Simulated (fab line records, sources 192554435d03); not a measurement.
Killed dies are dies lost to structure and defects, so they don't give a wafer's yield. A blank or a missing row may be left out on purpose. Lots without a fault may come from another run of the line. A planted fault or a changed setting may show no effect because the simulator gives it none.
Chamber matching | flow n5_finfet | N5_PMOS_HMC_CHANNEL_EPI_ETCH_38 on rie_si-04: 4 sister chambers
The step etches SiO2 in CF4, target depth 1.5 nm. 14 wafers are shown with their chamber, then 7 later ones without.

WAFERS WITH THEIR CHAMBER
wafer  | chamber | throttle_valve_pct (%) | drypump_motor_current_A (A) | he_backside_leak_sccm (sccm)
L728.1 | 3       | 21.34                  | 6.1                         | 2.8
L728.3 | 1       | 21.94                  | 4.8                         | 2.7
L728.5 | 0       | 21.70                  | 5.5                         | 3.1
L729.2 | 2       | 21.87                  | 6.0                         | 3.1
L729.4 | 1       | 21.96                  | 4.8                         | 2.7
L729.5 | 3       | 21.33                  | 6.2                         | 2.7
L730.1 | 2       | 21.87                  | 6.1                         | 3.2
L730.4 | 3       | 21.33                  | 6.2                         | 2.8
L730.6 | 3       | 21.32                  | 6.2                         | 2.9
L733.3 | 2       | 21.87                  | 6.0                         | 3.3
L733.4 | 3       | 21.33                  | 6.1                         | 2.8
L733.5 | 3       | 21.31                  | 6.2                         | 2.7
L736.1 | 0       | 21.71                  | 5.5                         | 3.1
L736.2 | 1       | 21.92                  | 4.8                         | 2.8

SIGNATURES (means of the wafers above)
reading                 | chamber 0 | chamber 1 | chamber 2 | chamber 3 | scatter within a chamber
throttle_valve_pct      | 21.7050   | 21.9400   | 21.8700   | 21.3267   | 0.0118
drypump_motor_current_A | 5.500     | 4.800     | 6.033     | 6.167     | 0.0447
he_backside_leak_sccm   | 3.100     | 2.733     | 3.200     | 2.783     | 0.0742
Rule: a wafer's distance from a chamber is the root of the sum, over the readings, of the square of ((its reading less the chamber's mean) divided by the reading's scatter). The wafer belongs to the nearest chamber; if the next one is less than 2 further off, it can't be placed. The scatter: the root of (the sum of the squares of (reading less its chamber's mean) over the shown wafers, divided by (wafers less chambers)).

WAFERS WITHOUT THEIR CHAMBER
wafer  | throttle_valve_pct (%) | drypump_motor_current_A (A) | he_backside_leak_sccm (sccm)
L736.6 | 21.92                  | 4.8                         | 2.6
L738.1 | 21.87                  | 6.1                         | 3.2
L738.4 | 21.72                  | 5.5                         | 3.2
L738.5 | 21.70                  | 5.5                         | 3.1
L746.3 | 21.88                  | 6.0                         | 3.1
L746.4 | 21.33                  | 6.1                         | 2.6
L746.6 | 21.86                  | 6.0                         | 3.1

WHICH CHAMBER EACH WENT THROUGH
wafer  | from the rows above | in truth
L736.6 | 1                   | 1
L738.1 | 2                   | 2
L738.4 | 0                   | 0
L738.5 | 0                   | 0
L746.3 | 2                   | 2
L746.4 | 3                   | 3
L746.6 | 2                   | 2
Placed correctly: 7 of 7. Can't be placed from these rows: 0. Placed wrongly: 0.
